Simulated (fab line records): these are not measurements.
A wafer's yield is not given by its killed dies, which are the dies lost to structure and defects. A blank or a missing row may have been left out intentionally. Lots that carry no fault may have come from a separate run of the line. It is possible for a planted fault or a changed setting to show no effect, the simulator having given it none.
Matching of chambers ; flow n5Finfet ; 4 sister chambers for N5_BEOL_M10_VIA_ETCH_34 on rieDiel-05
The step etches SiCOH lowk in C4F6/O2, target depth 184.5 nm, time 69.2 s. 24 wafers are shown with their chamber, then 12 later ones without.

WAFERS WITH THEIR CHAMBER
wafer;chamber;throttleValvePct (%);showerheadPlenumPTorr (Torr);rfVppV (V)
L076.1;3;20.58;3.03;654
L076.2;0;20.98;2.92;682
L076.5;0;20.97;2.92;683
L082.1;0;20.98;2.92;682
L082.5;2;21.24;2.94;658
L082.6;1;20.53;2.79;676
L080.1;2;21.26;2.94;659
L080.3;3;20.58;3.03;654
L080.4;0;20.99;2.92;683
L084.1;3;20.58;3.03;654
L084.3;2;21.26;2.94;656
L084.6;2;21.24;2.94;659
L085.1;0;21.00;2.91;682
L085.3;3;20.58;3.02;655
L085.6;2;21.26;2.94;660
L090.1;0;21.00;2.91;684
L090.2;2;21.27;2.94;658
L090.3;3;20.58;3.02;654
L090.4;3;20.57;3.02;654
L090.5;2;21.26;2.94;659
L090.6;0;21.00;2.91;683
L089.1;2;21.29;2.94;658
L089.3;3;20.61;3.02;653
L089.5;2;21.27;2.93;659

SIGNATURES, as means of the wafers listed above
reading;chamber 0;chamber 1;chamber 2;chamber 3;scatter within a chamber
throttleValvePct;20.9886;20.5300;21.2611;20.5829;0.0136
showerheadPlenumPTorr;2.9157;2.7900;2.9389;3.0243;0.00465
rfVppV;682.71;676.00;658.44;654.00;0.885
Rule: for a wafer and a chamber, the distance is found by dividing, reading by reading, the gap between the wafer's reading and the chamber's mean by the reading's scatter, squaring, summing and taking the root. The wafer belongs to the nearest chamber; if the next one is less than 2 further off, it can't be placed. How the scatter is found: for the shown wafers, subtract from each reading the mean of its chamber, square and add these, divide the total by (wafers less chambers), then take the root.

WAFERS WITH NO CHAMBER GIVEN
wafer;throttleValvePct (%);showerheadPlenumPTorr (Torr);rfVppV (V)
L092.4;21.30;2.93;658
L092.5;21.29;2.93;657
L092.6;20.15;2.78;676
L095.1;20.92;2.93;659
L095.4;20.17;2.78;674
L095.5;20.63;3.01;654
L097.1;20.89;2.93;658
L097.2;21.04;2.90;681
L097.3;20.17;2.78;675
L097.4;20.63;3.01;653
L097.5;21.03;2.90;683
L097.6;20.63;3.01;653

THE CHAMBER EACH PASSED THROUGH
wafer;from the rows above;in truth
L092.4;2;2
L092.5;2;2
L092.6;1;1
L095.1;2;2
L095.4;1;1
L095.5;3;3
L097.1;can't be placed: 2 or 0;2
L097.2;0;0
L097.3;1;1
L097.4;3;3
L097.5;0;0
L097.6;3;3
Placed correctly: 11 of 12. These rows do not allow placing 1 (true chamber among the candidates in 1). Placed wrongly: 0.
